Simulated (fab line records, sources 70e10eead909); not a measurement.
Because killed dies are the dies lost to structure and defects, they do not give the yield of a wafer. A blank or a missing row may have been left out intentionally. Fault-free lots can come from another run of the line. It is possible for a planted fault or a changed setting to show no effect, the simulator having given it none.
Chamber matching    flow nand harc    rie diel-02 running NHARC_A_CONTACT_ETCH_88: 4 sister chambers
The step etches the open film in CF4, target depth 39 nm, time 65 s. 16 wafers are shown with their chamber, then 8 later ones without.

EACH WAFER AND ITS CHAMBER
wafer   chamber  drypump motor current A (A)  showerhead plenum p Torr (Torr)  rf vpp V (V)
L074.2  2        5.3                          1.73                             150.2
L074.3  1        6.3                          1.65                             150.0
L074.5  0        5.7                          1.66                             149.8
L075.2  0        5.7                          1.66                             149.9
L075.5  3        6.4                          1.65                             150.7
L075.6  0        5.7                          1.66                             149.7
L077.2  2        5.2                          1.73                             152.1
L077.3  3        6.4                          1.65                             149.9
L077.4  1        6.3                          1.65                             150.6
L076.1  2        5.3                          1.73                             150.6
L076.2  1        6.3                          1.65                             150.0
L076.6  0        5.7                          1.66                             149.6
L084.1  0        5.6                          1.65                             149.9
L084.2  2        5.3                          1.73                             151.3
L084.6  3        6.4                          1.65                             149.1
L090.1  3        6.4                          1.64                             150.1

SIGNATURES (means of the wafers above)
reading                   chamber 0  chamber 1  chamber 2  chamber 3  scatter within a chamber
drypump motor current A   5.680      6.300      5.275      6.400      0.0359
showerhead plenum p Torr  1.6580     1.6500     1.7300     1.6475     0.00359
rf vpp V                  149.780    150.200    151.050    149.950    0.556
Rule: for each reading, subtract the chamber's mean from the wafer's reading, divide by that reading's scatter and square the result; add these up over the readings and take the root, which gives the wafer's distance from the chamber. The wafer belongs to the nearest chamber; if the next one is less than 2 further off, it can't be placed. The scatter: take each reading less its chamber's mean, square it, sum over the shown wafers, divide by the number of wafers less the number of chambers, and take the root.

WAFERS WITH NO CHAMBER GIVEN
wafer   drypump motor current A (A)  showerhead plenum p Torr (Torr)  rf vpp V (V)
L090.5  5.7                          1.65                             151.3
L090.6  6.3                          1.64                             147.9
L091.2  5.7                          1.65                             150.2
L091.5  6.4                          1.64                             150.4
L091.6  5.3                          1.72                             151.1
L096.2  5.7                          1.91                             152.6
L096.3  5.3                          1.72                             150.5
L096.6  5.3                          1.72                             150.7

EACH ONE'S CHAMBER
wafer    from the rows above       in truth
L090.5   0                         0
L090.6   can't be placed: 1 or 3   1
L091.2   0                         0
L091.5   can't be placed: 3 or 1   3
L091.6   2                         2
L096.2   2                         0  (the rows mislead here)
L096.3   2                         2
L096.6   2                         2
Correct placement for 5 of the 8. Cannot be placed on the basis of these rows: 2; the candidates contain the true chamber in 2. Number placed wrongly: 1.
